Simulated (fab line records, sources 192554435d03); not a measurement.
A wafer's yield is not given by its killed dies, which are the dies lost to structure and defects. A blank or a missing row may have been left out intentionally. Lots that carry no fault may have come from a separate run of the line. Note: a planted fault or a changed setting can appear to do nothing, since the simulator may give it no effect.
Matching of chambers :: flow n5Finfet :: N5_BEOL_M0_SAQP_STRIP_108 on rieDiel-03 has 4 sister chambers
The step strips in N2/H2. 30 wafers are shown with their chamber, then 12 later ones without.

WAFERS WITH THEIR CHAMBER
wafer: L074.2
chamber: 0
drypumpMotorCurrentA (A): 5.4
showerheadPlenumPTorr (Torr): 3.28
throttleValvePct (%): 18.89

wafer: L074.3
chamber: 3
drypumpMotorCurrentA (A): 6.6
showerheadPlenumPTorr (Torr): 3.40
throttleValvePct (%): 19.03

wafer: L074.4
chamber: 3
drypumpMotorCurrentA (A): 6.6
showerheadPlenumPTorr (Torr): 3.40
throttleValvePct (%): 19.03

wafer: L075.1
chamber: 0
drypumpMotorCurrentA (A): 5.3
showerheadPlenumPTorr (Torr): 3.28
throttleValvePct (%): 18.90

wafer: L075.5
chamber: 2
drypumpMotorCurrentA (A): 5.8
showerheadPlenumPTorr (Torr): 3.45
throttleValvePct (%): 18.84

wafer: L075.6
chamber: 3
drypumpMotorCurrentA (A): 6.7
showerheadPlenumPTorr (Torr): 3.40
throttleValvePct (%): 19.05

wafer: L078.1
chamber: 1
drypumpMotorCurrentA (A): 4.8
showerheadPlenumPTorr (Torr): 3.45
throttleValvePct (%): 18.65

wafer: L078.5
chamber: 1
drypumpMotorCurrentA (A): 4.8
showerheadPlenumPTorr (Torr): 3.45
throttleValvePct (%): 18.65

wafer: L078.6
chamber: 2
drypumpMotorCurrentA (A): 5.8
showerheadPlenumPTorr (Torr): 3.44
throttleValvePct (%): 18.85

wafer: L079.2
chamber: 3
drypumpMotorCurrentA (A): 6.7
showerheadPlenumPTorr (Torr): 3.40
throttleValvePct (%): 19.04

wafer: L079.4
chamber: 0
drypumpMotorCurrentA (A): 5.3
showerheadPlenumPTorr (Torr): 3.28
throttleValvePct (%): 18.91

wafer: L079.6
chamber: 3
drypumpMotorCurrentA (A): 6.7
showerheadPlenumPTorr (Torr): 3.40
throttleValvePct (%): 19.04

wafer: L081.1
chamber: 3
drypumpMotorCurrentA (A): 6.6
showerheadPlenumPTorr (Torr): 3.40
throttleValvePct (%): 19.04

wafer: L081.2
chamber: 1
drypumpMotorCurrentA (A): 4.8
showerheadPlenumPTorr (Torr): 3.45
throttleValvePct (%): 18.66

wafer: L081.5
chamber: 3
drypumpMotorCurrentA (A): 6.7
showerheadPlenumPTorr (Torr): 3.40
throttleValvePct (%): 19.05

wafer: L082.1
chamber: 2
drypumpMotorCurrentA (A): 5.7
showerheadPlenumPTorr (Torr): 3.44
throttleValvePct (%): 18.87

wafer: L082.3
chamber: 1
drypumpMotorCurrentA (A): 4.8
showerheadPlenumPTorr (Torr): 3.45
throttleValvePct (%): 18.65

wafer: L082.5
chamber: 2
drypumpMotorCurrentA (A): 5.8
showerheadPlenumPTorr (Torr): 3.44
throttleValvePct (%): 18.86

wafer: L084.3
chamber: 0
drypumpMotorCurrentA (A): 5.3
showerheadPlenumPTorr (Torr): 3.27
throttleValvePct (%): 18.91

wafer: L084.4
chamber: 2
drypumpMotorCurrentA (A): 5.8
showerheadPlenumPTorr (Torr): 3.44
throttleValvePct (%): 18.86

wafer: L084.5
chamber: 3
drypumpMotorCurrentA (A): 6.6
showerheadPlenumPTorr (Torr): 3.39
throttleValvePct (%): 19.04

wafer: L085.1
chamber: 1
drypumpMotorCurrentA (A): 4.8
showerheadPlenumPTorr (Torr): 3.44
throttleValvePct (%): 18.66

wafer: L085.4
chamber: 3
drypumpMotorCurrentA (A): 6.6
showerheadPlenumPTorr (Torr): 3.39
throttleValvePct (%): 19.07

wafer: L085.5
chamber: 1
drypumpMotorCurrentA (A): 4.8
showerheadPlenumPTorr (Torr): 3.44
throttleValvePct (%): 18.65

wafer: L086.2
chamber: 3
drypumpMotorCurrentA (A): 6.6
showerheadPlenumPTorr (Torr): 3.39
throttleValvePct (%): 19.07

wafer: L086.5
chamber: 1
drypumpMotorCurrentA (A): 4.8
showerheadPlenumPTorr (Torr): 3.44
throttleValvePct (%): 18.68

wafer: L086.6
chamber: 0
drypumpMotorCurrentA (A): 5.3
showerheadPlenumPTorr (Torr): 3.27
throttleValvePct (%): 18.92

wafer: L087.1
chamber: 3
drypumpMotorCurrentA (A): 6.7
showerheadPlenumPTorr (Torr): 3.39
throttleValvePct (%): 19.05

wafer: L087.4
chamber: 0
drypumpMotorCurrentA (A): 5.3
showerheadPlenumPTorr (Torr): 3.27
throttleValvePct (%): 18.95

wafer: L087.5
chamber: 1
drypumpMotorCurrentA (A): 4.8
showerheadPlenumPTorr (Torr): 3.44
throttleValvePct (%): 18.68

SIGNATURES (averages over the wafers above)
reading: drypumpMotorCurrentA
chamber 0: 5.317
chamber 1: 4.800
chamber 2: 5.780
chamber 3: 6.645
scatter within a chamber: 0.041

reading: showerheadPlenumPTorr
chamber 0: 3.2750
chamber 1: 3.4450
chamber 2: 3.4420
chamber 3: 3.3964
scatter within a chamber: 0.00513

reading: throttleValvePct
chamber 0: 18.9133
chamber 1: 18.6600
chamber 2: 18.8560
chamber 3: 19.0464
scatter within a chamber: 0.0148
Rule: for each reading, subtract the chamber's mean from the wafer's reading, divide by that reading's scatter and square the result; add these up over the readings and take the root, which gives the wafer's distance from the chamber. The wafer belongs to the nearest chamber; if the next one is less than 2 further off, it can't be placed. The scatter: take each reading less its chamber's mean, square it, sum over the shown wafers, divide by the number of wafers less the number of chambers, and take the root.

WAFERS MISSING THEIR CHAMBER
wafer: L088.2
drypumpMotorCurrentA (A): 6.6
showerheadPlenumPTorr (Torr): 3.39
throttleValvePct (%): 19.08

wafer: L088.4
drypumpMotorCurrentA (A): 5.3
showerheadPlenumPTorr (Torr): 3.27
throttleValvePct (%): 18.95

wafer: L088.6
drypumpMotorCurrentA (A): 6.6
showerheadPlenumPTorr (Torr): 3.39
throttleValvePct (%): 19.06

wafer: L095.1
drypumpMotorCurrentA (A): 6.7
showerheadPlenumPTorr (Torr): 3.38
throttleValvePct (%): 19.07

wafer: L095.4
drypumpMotorCurrentA (A): 5.7
showerheadPlenumPTorr (Torr): 3.43
throttleValvePct (%): 18.88

wafer: L095.5
drypumpMotorCurrentA (A): 5.8
showerheadPlenumPTorr (Torr): 3.43
throttleValvePct (%): 18.90

wafer: L096.1
drypumpMotorCurrentA (A): 6.7
showerheadPlenumPTorr (Torr): 3.38
throttleValvePct (%): 19.08

wafer: L096.2
drypumpMotorCurrentA (A): 4.8
showerheadPlenumPTorr (Torr): 3.43
throttleValvePct (%): 18.72

wafer: L096.3
drypumpMotorCurrentA (A): 5.7
showerheadPlenumPTorr (Torr): 3.43
throttleValvePct (%): 18.90

wafer: L097.1
drypumpMotorCurrentA (A): 4.8
showerheadPlenumPTorr (Torr): 3.43
throttleValvePct (%): 18.72

wafer: L097.2
drypumpMotorCurrentA (A): 5.4
showerheadPlenumPTorr (Torr): 3.26
throttleValvePct (%): 18.97

wafer: L097.6
drypumpMotorCurrentA (A): 5.7
showerheadPlenumPTorr (Torr): 3.43
throttleValvePct (%): 18.89

EACH ONE'S CHAMBER
wafer: L088.2
from the rows above: 3
in truth: 3

wafer: L088.4
from the rows above: 0
in truth: 0

wafer: L088.6
from the rows above: 3
in truth: 3

wafer: L095.1
from the rows above: 3
in truth: 3

wafer: L095.4
from the rows above: 2
in truth: 2

wafer: L095.5
from the rows above: 2
in truth: 2

wafer: L096.1
from the rows above: 3
in truth: 3

wafer: L096.2
from the rows above: 1
in truth: 1

wafer: L096.3
from the rows above: 2
in truth: 2

wafer: L097.1
from the rows above: 1
in truth: 1

wafer: L097.2
from the rows above: 0
in truth: 0

wafer: L097.6
from the rows above: 2
in truth: 2
Correctly placed: 12 of 12. From these rows, 0 cannot be placed. Number placed wrongly: 0.
